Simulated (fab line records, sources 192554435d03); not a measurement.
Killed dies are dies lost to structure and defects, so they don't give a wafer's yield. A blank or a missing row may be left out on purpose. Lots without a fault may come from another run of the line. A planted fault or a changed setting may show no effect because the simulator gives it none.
fab line records | flow n5_finfet
record lots=7 wafers=21
route steps=1938 shown BEOL_M4@1028 BEOL_M5@1157 BEOL_M6@1197 BEOL_M7@1293 BEOL_M8@1350
start_h: hours from the record's first day to the start of the lot's first wafer shown | wait_h: hours since the lot's step before | " the same as in the row above | L1.1+2: a row that stands for several wafers | - no value, or no start given | * or withheld: withheld | < > ~ a bound
route shown NAME@n: a module of which the file shows steps, and the number in the route of the first | usual: mean/standard deviation of fault-free wafers | same: alike in all rows | chamber/n: place in a boat | sites: the reading at each site | _std_site: their standard deviation | _edge_site: outer sites' mean less inner sites' | radius_mm: how far each site lies from the wafer's centre | mask NAME#n: copy n | behind: the tool/chamber that last shaped the wafer | hold: why the lot was held/for how many hours/how that ended | device: the transistor (n, p or np) that didn't switch | end of line: the same wafers' tests at the end of the route | a step without rows: its recipe alone | killed: dies lost to structure and defects at the first sort, not the wafer's yield | map: a wafer's dies, x killed, . not, _ none there
set.NAME: the setting as run; set.NAME@STEP: as run at that earlier step | model.NAME: the simulator's own value behind a step, which no gauge read
lots whose settings were changed on purpose; a table a step, a row a wafer
## steps
# step N5_BEOL_M4_COAT_05
# recipe resist=CAR-EUV spin_rpm=1500 resist_thk_nm=30
# columns lot.wafer tool chamber start_h wait_h set.spin_rpm model.CAR-EUV_of_BEOL_M4_COAT_05.thk_nm
L074.1 litho_track-05 0 - - 1500 30
L074.2 " 0 " " 1452 30.6
L074.3 " 0 " " 1500 30.2
L083.2 litho_track-02 0 - - 1500 30
L083.3+6 " 0 " " 1500 30.2
L090.3 litho_track-04 0 - - 1662 28.6
L090.4+5 " 0 " " 1500 30.2
L092.1+2+3 litho_track-04 0 - - 1500 30
L089.1+2+3 litho_track-05 0 - - 1500 30
L093.3+4 litho_track-02 0 - - 1500 30
L093.5 " 0 " " 1415 31
L095.4 litho_track-04 0 - - 1500 30
L095.5+6 " 0 " " 1500 30.2
# step N5_BEOL_M4_EBR_07
# recipe solvent=PGMEA ebr_width_mm=1.5
# step N5_BEOL_M4_SOFTBAKE_06
# recipe temp_c=110 time_s=60 resist=CAR-EUV
# step N5_BEOL_M4_EXPOSE_08
# recipe mask_id=M4 na=0.33 source_shape=dipole sigma_inner=0.369 sigma_outer=0.767 polarization=unpolarized dose_mj=41.25
# step N5_BEOL_M4_PEB_09
# recipe peb_temp_c=100 peb_time_s=60 resist=CAR-EUV
# step N5_BEOL_M4_DEVELOP_10
# recipe develop_time_s=30 developer=TMAH resist=CAR-EUV rinse_liquid=surfactant_rinse dry=air_spin dev_temp_c=23
# columns lot.wafer tool chamber start_h wait_h set.spin_rpm@BEOL_M4_COAT_05 model.CAR-EUV_of_BEOL_M4_COAT_05.thk_nm
L074.1+3 litho_track-05 0 - - 1500 29.6
L074.2 " 0 " " 1452 30.2
L083.2+3+6 litho_track-05 0 - - 1500 29.6
L090.3 litho_track-04 0 - - 1662 28.2
L090.4 " 0 " " 1500 29.6
L090.5 " 0 " " 1500 29.8
L092.1+2+3 litho_track-04 0 - - 1500 29.6
L089.1+2+3 litho_track-04 0 - - 1500 29.6
L093.3+4 litho_track-02 0 - - 1500 29.6
L093.5 " 0 " " 1415 30.4
L095.4+5+6 litho_track-04 0 - - 1500 29.6
# step N5_BEOL_M4_ETCH_64
# recipe chemistry=N2/H2 target=SOC target_depth_a=750 overetch_a=225 mask_material=SiARC temp_c=40 time_s=121.9 ion_energy_ev=200 pressure_mtorr=30 source_w=840 bias_w=150 n2_flow_sccm=200 h2_flow_sccm=200
# usual rf_vpp_V=524.5/2.6
# columns lot.wafer tool chamber start_h wait_h set.bias_w rf_vpp_V model.SiARC_of_BEOL_M4_COAT_62.thk_nm
L074.1 rie_diel-04 2 171.57 0.0 164.4 553.9 5.8
L074.2 " 3 " " 150 522.4 6.6
L074.3 " 1 " " 150 526.2 6.4
L083.2 rie_diel-02 0 219.24 0.0 167.2 562.2 5.2
L083.3 " 2 " " 167.2 556.6 5.6
L083.6 " 2 " " 150 520.8 6.6
L090.3 rie_diel-04 0 256.56 0.0 150 528.3 6.2
L090.4 " 2 " " 164.9 554.9 5.6
L090.5 " 0 " " 164.9 560.7 5.6
L092.1 rie_diel-03 2 263.68 0.0 150 522.1 6
L092.2 " 3 " " 150 526.1 6.4
L092.3 " 1 " " 150 524.7 6.2
L089.1 rie_diel-03 0 266.09 0.0 150 521.3 6
L089.2 " 2 " " 142.4 505.7 6.4
L089.3 " 3 " " 150 525.8 6.2
L093.3 rie_diel-03 3 279.40 0.0 150 522.6 6.2
L093.4 " 1 " " 140 502.8 6.6
L093.5 " 3 " " 140 501.8 6.8
L095.4 rie_diel-03 3 287.61 0.0 137.7 497.4 6.8
L095.5 " 0 " " 150 522.1 6
L095.6 " 1 " " 137.7 498.2 6.8
# step N5_BEOL_M5_VIA_ETCH_34
# recipe chemistry=C4F6/O2 target=SiCOH_lowk target_depth_a=883 mask_material=SOC taper_deg=4 time_s=39.2 ion_energy_ev=250 pressure_mtorr=30 source_w=345 bias_w=185 Ar_flow_sccm=300 C4F6_flow_sccm=10 O2_flow_sccm=10
# usual rf_vpp_V=664/11
# columns lot.wafer tool chamber start_h wait_h set.bias_w rf_vpp_V
L074.1 rie_diel-01 3 182.93 0.0 152 568
L074.2 " 2 " " 152 574
L074.3 " 0 " " 185 665
L083.2 rie_diel-05 3 235.43 0.0 162.5 619
L083.3 " 0 " " 185 662
L083.6 " 3 " " 162.5 617
L090.3 rie_diel-05 0 270.47 0.0 185 662
L090.4 " 3 " " 185 685
L090.5 " 1 " " 185 659
L092.1 rie_diel-05 0 278.51 0.0 185 661
L092.2 " 1 " " 185 658
L092.3 " 2 " " 185 690
L089.1 rie_diel-01 0 285.78 0.0 185 666
L089.2 " 3 " " 185 660
L089.3 " 1 " " 185 666
L093.3 rie_diel-05 3 293.91 0.0 185 683
L093.4 " 1 " " 185 658
L093.5 " 2 " " 185 688
L095.4 rie_diel-05 0 301.88 0.0 175.4 634
L095.5 " 1 " " 175.4 631
L095.6 " 2 " " 185 689
# step N5_BEOL_M5_ETCH_41
# recipe chemistry=CH3F/O2 target=SiCN target_depth_a=315 taper_deg=2 time_s=56.7 ion_energy_ev=120 mask_material=TiN pressure_mtorr=30 source_w=395 bias_w=75 Ar_flow_sccm=150 CH3F_flow_sccm=30 O2_flow_sccm=20
# usual rf_vpp_V=297.1/1.8
# columns lot.wafer tool chamber start_h wait_h set.source_w rf_vpp_V
L074.1 rie_diel-01 3 - - 395 298.5
L074.2 " 2 " " 354.8 307.0
L074.3 " 0 " " 354.8 305.8
L083.2 rie_diel-05 3 - - 395 298.6
L083.3 " 0 " " 458 284.7
L083.6 " 3 " " 458 285.0
L090.3 rie_diel-05 0 - - 417.3 294.2
L090.4 " 3 " " 395 298.9
L090.5 " 1 " " 417.3 291.3
L092.1 rie_diel-05 0 - - 395 300.8
L092.2 " 1 " " 395 297.0
L092.3 " 2 " " 395 301.6
L089.1 rie_diel-01 0 - - 395 295.3
L089.2 " 3 " " 395 298.6
L089.3 " 1 " " 415.4 292.2
L093.3 rie_diel-05 3 - - 395 297.9
L093.4 " 1 " " 395 297.2
L093.5 " 2 " " 395 300.9
L095.4 rie_diel-05 0 - - 331.9 317.7
L095.5 " 1 " " 395 295.9
L095.6 " 2 " " 331.9 317.0
# step N5_BEOL_M6_PECVD_70
# recipe material=SiO2 target_thk_a=200 temp_c=400 precursor=TEOS/O2 pressure_torr=5.5 rf_w=450 teos_flow_sccm=53.8 gas=O2 flow_sccm=3000 time_s=22.7
# columns lot.wafer tool chamber start_h wait_h set.time_s model.SiO2_of_BEOL_M6_PECVD_70.thk_nm
L074.1 pecvd-03 1 190.68 0.0 22.7 19.6
L074.2 " 2 " " 22.7 20
L074.3 " 0 " " 22.7 20.2
L083.2 pecvd-02 0 242.96 0.0 22.7 19.6
L083.3 " 0 " " 22.7 20
L083.6 " 1 " " 21.18 18.8
L090.3+4 pecvd-02 2,1 280.09 0.0 22.7 20
L090.5 " 2 " " 22.7 20.2
L092.1 pecvd-02 1 286.75 0.0 22.7 19.8
L092.2 " 2 " " 22.7 20.2
L092.3 " 0 " " 22.7 20
L089.1 pecvd-03 0 293.32 0.0 22.7 19.6
L089.2 " 2 " " 22.7 20
L089.3 " 1 " " 22.7 19.4
L093.3 pecvd-04 2 301.67 0.0 22.7 19.6
L093.4 " 1 " " 22.7 20
L093.5 " 0 " " 22.7 20.4
L095.4 pecvd-03 0 311.33 0.1 22.7 19.8
L095.5 " 1 " " 22.7 19.4
L095.6 " 2 " " 24.67 21.6
# step N5_BEOL_M7_EXPOSE_25
# recipe mask_id=V6 na=0.33 source_shape=annular sigma_inner=0.4 sigma_outer=0.8 polarization=unpolarized target_cd_nm=40 dose_mj=42.5
# columns lot.wafer tool chamber start_h wait_h mask set.dose_mj
L074.1 euv_scanner-01 0 202.07 - V6#0 43.4
L074.2+3 " 0 " " V6#0 42.5
L083.2+3 euv_scanner-01 0 253.97 - V6#0 40.56
L083.6 " 0 " " V6#0 42.5
L090.3 euv_scanner-01 0 292.22 - V6#0 45.65
L090.4+5 " 0 " " V6#0 42.5
L092.1+2+3 euv_scanner-01 0 297.25 - V6#0 42.5
L089.1 euv_scanner-02 0 304.88 - V6#0 42.5
L089.2+3 " 0 " " V6#0 39.84
L093.3 euv_scanner-02 0 314.09 - V6#0 42.5
L093.4+5 " 0 " " V6#0 44.79
L095.4 euv_scanner-01 0 323.76 - V6#0 43.3
L095.5+6 " 0 " " V6#0 42.5
# step N5_BEOL_M7_PEB_26
# recipe peb_temp_c=100 peb_time_s=60 resist=CAR-EUV
# step N5_BEOL_M7_DEVELOP_27
# recipe develop_time_s=30 developer=TMAH resist=CAR-EUV rinse_liquid=surfactant_rinse dry=air_spin dev_temp_c=23
# step N5_BEOL_M7_CD_MEAS_28
# recipe target_cd_nm=40 landing_energy_ev=500 detector=se_inlens
# usual cd_nm=40.05/0.26
# columns lot.wafer tool chamber start_h wait_h set.dose_mj@BEOL_M7_EXPOSE_25 cd_nm
L074.1 cd_sem-02 0 202.21 - 43.4 40.87
L074.2 " 0 " " 42.5 39.94
L074.3 " 0 " " 42.5 40.01
L083.2 cd_sem-01 0 254.10 - 40.56 39.07
L083.3 " 0 " " 40.56 39.34
L083.6 " 0 " " 42.5 40.22
L090.3 cd_sem-03 0 292.35 - 45.65 41.78
L090.4 " 0 " " 42.5 40.06
L090.5 " 0 " " 42.5 40.08
L092.1 cd_sem-03 0 297.38 - 42.5 40.00
L092.2 " 0 " " 42.5 39.66
L092.3 " 0 " " 42.5 40.13
L089.1 cd_sem-02 0 305.01 - 42.5 40.40
L089.2 " 0 " " 39.84 38.96
L089.3 " 0 " " 39.84 38.43
L093.3 cd_sem-01 0 314.22 - 42.5 39.75
L093.4 " 0 " " 44.79 41.21
L093.5 " 0 " " 44.79 41.08
L095.4 cd_sem-03 0 323.88 - 43.3 40.91
L095.5 " 0 " " 42.5 39.95
L095.6 " 0 " " 42.5 40.08
# step N5_BEOL_M7_DESCUM_33
# recipe chemistry=O2 time_s=7 source_power_w=50 bias_power_w=20 pressure_mtorr=20 rf_frequency_hz=2.712e+07 temp_c=40 resist=CAR-EUV o2_flow_sccm=225
# columns lot.wafer tool chamber start_h wait_h set.dose_mj@BEOL_M7_EXPOSE_25 model.BEOL_M7.cd_nm
L074.1 rie_diel-06 3 202.84 0.5 43.4 40.8
L074.2 " 1 " " 42.5 40.6
L074.3 " 0 " " 42.5 40.2
L083.2 rie_diel-06 1 254.22 0.0 40.56 39
L083.3 " 0 " " 40.56 38.8
L083.6 " 2 " " 42.5 39.8
L090.3 rie_diel-06 1 292.47 0.0 45.65 41.6
L090.4 " 2 " " 42.5 39.8
L090.5 " 0 " " 42.5 40
L092.1+2+3 rie_diel-05 3,2,1 297.54 0.1 42.5 40
L089.1 rie_diel-06 0 305.68 0.6 42.5 40
L089.2 " 1 " " 39.84 38.8
L089.3 " 2 " " 39.84 38.4
L093.3 rie_diel-01 2 314.34 0.0 42.5 39.8
L093.4+5 " 2,0 " " 44.79 41
L095.4 rie_diel-01 0 324.37 0.4 43.3 40.8
L095.5+6 " 2,3 " " 42.5 40.2
# step N5_BEOL_M7_ETCH_72
# recipe chemistry=N2/H2 target=underlayer target_depth_a=65 mask_material=CAR-EUV time_s=5.2 ion_energy_ev=200 pressure_mtorr=30 source_w=840 bias_w=150 n2_flow_sccm=200 h2_flow_sccm=200 ends=cleared
# step N5_BEOL_M7_ETCH_65
# recipe chemistry=CF4 target=SiARC target_depth_a=156 mask_material=CAR-EUV time_s=26 ion_energy_ev=80 pressure_mtorr=40 source_w=545 bias_w=36 Ar_flow_sccm=100 cf4_flow_sccm=100 ends=cleared
# columns lot.wafer tool chamber start_h wait_h set.dose_mj@BEOL_M7_EXPOSE_25 model.BEOL_M7.cd_nm
L074.1 rie_diel-06 3 202.89 0.0 43.4 40.6
L074.2 " 1 " " 42.5 40.6
L074.3 " 0 " " 42.5 40
L083.2 rie_diel-06 1 254.27 0.0 40.56 39.2
L083.3 " 0 " " 40.56 38.8
L083.6 " 2 " " 42.5 39.8
L090.3 rie_diel-06 1 292.52 0.0 45.65 41.8
L090.4 " 2 " " 42.5 39.8
L090.5 " 0 " " 42.5 40
L092.1+2+3 rie_diel-05 3,2,1 297.59 0.0 42.5 40
L089.1 rie_diel-06 0 305.73 0.0 42.5 40
L089.2 " 1 " " 39.84 39
L089.3 " 2 " " 39.84 38.4
L093.3 rie_diel-01 2 314.39 0.0 42.5 39.8
L093.4 " 2 " " 44.79 40.8
L093.5 " 0 " " 44.79 41.2
L095.4 rie_diel-01 0 324.42 0.0 43.3 40.8
L095.5 " 2 " " 42.5 40
L095.6 " 3 " " 42.5 40.2
# step N5_BEOL_M7_ETCH_66
# recipe chemistry=N2/H2 target=SOC target_depth_a=800 overetch_a=160 mask_material=SiARC temp_c=40 time_s=120 ion_energy_ev=200 pressure_mtorr=30 source_w=840 bias_w=150 n2_flow_sccm=200 h2_flow_sccm=200
# columns lot.wafer tool chamber start_h wait_h set.dose_mj@BEOL_M7_EXPOSE_25 model.BEOL_M7.cd_nm
L074.1 rie_diel-06 3 202.92 0.0 43.4 40.8
L074.2 " 1 " " 42.5 40.6
L074.3 " 0 " " 42.5 39.8
L083.2+3 rie_diel-06 1,0 254.30 0.0 40.56 39
L083.6 " 2 " " 42.5 40
L090.3 rie_diel-06 1 292.55 0.0 45.65 42
L090.4+5 " 2,0 " " 42.5 40
L092.1 rie_diel-05 3 297.62 0.0 42.5 39.8
L092.2+3 " 2,1 " " 42.5 40
L089.1 rie_diel-06 0 305.76 0.0 42.5 40.2
L089.2 " 1 " " 39.84 39
L089.3 " 2 " " 39.84 38.4
L093.3 rie_diel-01 2 314.42 0.0 42.5 40
L093.4+5 " 2,0 " " 44.79 41
L095.4 rie_diel-01 0 324.48 0.0 43.3 40.6
L095.5 " 2 " " 42.5 40
L095.6 " 3 " " 42.5 40.2
# step N5_BEOL_M7_VIA_ETCH_34
# recipe chemistry=C4F6/O2 target=SiCOH_lowk target_depth_a=1255 mask_material=SOC taper_deg=4 time_s=50.5 ion_energy_ev=250 pressure_mtorr=30 source_w=345 bias_w=185 Ar_flow_sccm=300 C4F6_flow_sccm=10 O2_flow_sccm=10
# usual rf_vpp_V=666/9.6
# columns lot.wafer tool chamber start_h wait_h set.bias_w rf_vpp_V
L074.1 rie_diel-06 3 203.02 0.0 197.1 699
L074.2 " 1 " " 197.1 691
L074.3 " 0 " " 185 655
L083.2 rie_diel-06 1 254.40 0.0 185 658
L083.3 " 0 " " 185 654
L083.6 " 2 " " 185 654
L090.3 rie_diel-06 1 292.65 0.0 185 656
L090.4 " 2 " " 202.9 703
L090.5 " 0 " " 202.9 703
L092.1 rie_diel-05 3 297.72 0.0 185 683
L092.2 " 2 " " 185 690
L092.3 " 1 " " 185 659
L089.1 rie_diel-06 0 305.86 0.0 185 655
L089.2 " 1 " " 185 656
L089.3 " 2 " " 185 654
L093.3 rie_diel-01 2 314.52 0.0 185 670
L093.4 " 2 " " 185 671
L093.5 " 0 " " 185 664
L095.4 rie_diel-01 0 324.56 0.0 185 665
L095.5 " 2 " " 170 627
L095.6 " 3 " " 185 661
# step N5_BEOL_M8_ETCH_62
# recipe chemistry=N2/H2 target=SOC target_depth_a=1100 overetch_a=220 mask_material=SiARC temp_c=40 time_s=165 ion_energy_ev=200 pressure_mtorr=30 source_w=840 bias_w=150 n2_flow_sccm=200 h2_flow_sccm=200
# columns lot.wafer tool chamber start_h wait_h set.time_s model.SiARC_of_BEOL_M8_COAT_60.thk_nm
L074.1 rie_diel-02 1 208.79 0.0 188.1 27.4
L074.2 " 0 " " 188.1 27
L074.3 " 3 " " 165 28.4
L083.2+6 rie_diel-03 0 259.26 0.0 145.7 29
L083.3 " 2 " " 165 28.2
L090.3 rie_diel-04 3 298.97 0.0 165 28.6
L090.4+5 " 1,0 " " 165 28.2
L092.1 rie_diel-02 0 302.49 0.0 165 28
L092.2 " 1 " " 165 28.2
L092.3 " 3 " " 165 28.6
L089.1 rie_diel-04 1 311.07 0.0 179.4 27.8
L089.2 " 3 " " 179.4 28
L089.3 " 0 " " 165 28.2
L093.3+4 rie_diel-02 0 320.79 0.0 181.2 27.2
L093.5 " 1 " " 181.2 27.4
L095.4 rie_diel-03 1 331.20 0.0 182.5 27.6
L095.5 " 3 " " 165 28.2
L095.6 " 0 " " 165 28
## key
split step=N5_BEOL_M4_COAT_05 setting=spin_rpm stated=1500 by=wafer
response step=N5_BEOL_M4_COAT_05 reading=model.CAR-EUV_of_BEOL_M4_COAT_05.thk_nm change=-0.154 per=1% r=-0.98
response step=N5_BEOL_M4_DEVELOP_10 reading=model.CAR-EUV_of_BEOL_M4_COAT_05.thk_nm change=-0.142 per=1% r=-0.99
split step=N5_BEOL_M4_ETCH_64 setting=bias_w stated=150 by=wafer
response step=N5_BEOL_M4_ETCH_64 reading=rf_vpp_V change=+3.14 per=1% r=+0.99
response step=N5_BEOL_M4_ETCH_64 reading=model.SiARC_of_BEOL_M4_COAT_62.thk_nm change=-0.0823 per=1% r=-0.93
split step=N5_BEOL_M5_VIA_ETCH_34 setting=bias_w stated=185 by=wafer
response step=N5_BEOL_M5_VIA_ETCH_34 reading=rf_vpp_V change=+5.07 per=1% r=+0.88
split step=N5_BEOL_M5_ETCH_41 setting=source_w stated=395 by=wafer
response step=N5_BEOL_M5_ETCH_41 reading=rf_vpp_V change=-1.05 per=1% r=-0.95
split step=N5_BEOL_M6_PECVD_70 setting=time_s stated=22.7 by=wafer
response step=N5_BEOL_M6_PECVD_70 reading=model.SiO2_of_BEOL_M6_PECVD_70.thk_nm change=+0.2 per=1% r=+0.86
split step=N5_BEOL_M7_EXPOSE_25 setting=dose_mj stated=42.5 by=wafer
response step=N5_BEOL_M7_CD_MEAS_28 reading=cd_nm change=+0.257 per=1% r=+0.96
response step=N5_BEOL_M7_DESCUM_33 reading=model.BEOL_M7.cd_nm change=+0.223 per=1% r=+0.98
response step=N5_BEOL_M7_ETCH_65 reading=model.BEOL_M7.cd_nm change=+0.226 per=1% r=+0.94
response step=N5_BEOL_M7_ETCH_66 reading=model.BEOL_M7.cd_nm change=+0.239 per=1% r=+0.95
split step=N5_BEOL_M7_VIA_ETCH_34 setting=bias_w stated=185 by=wafer
response step=N5_BEOL_M7_VIA_ETCH_34 reading=rf_vpp_V change=+4.97 per=1% r=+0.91
split step=N5_BEOL_M8_ETCH_62 setting=time_s stated=165 by=wafer
response step=N5_BEOL_M8_ETCH_62 reading=model.SiARC_of_BEOL_M8_COAT_60.thk_nm change=-0.0654 per=1% r=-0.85
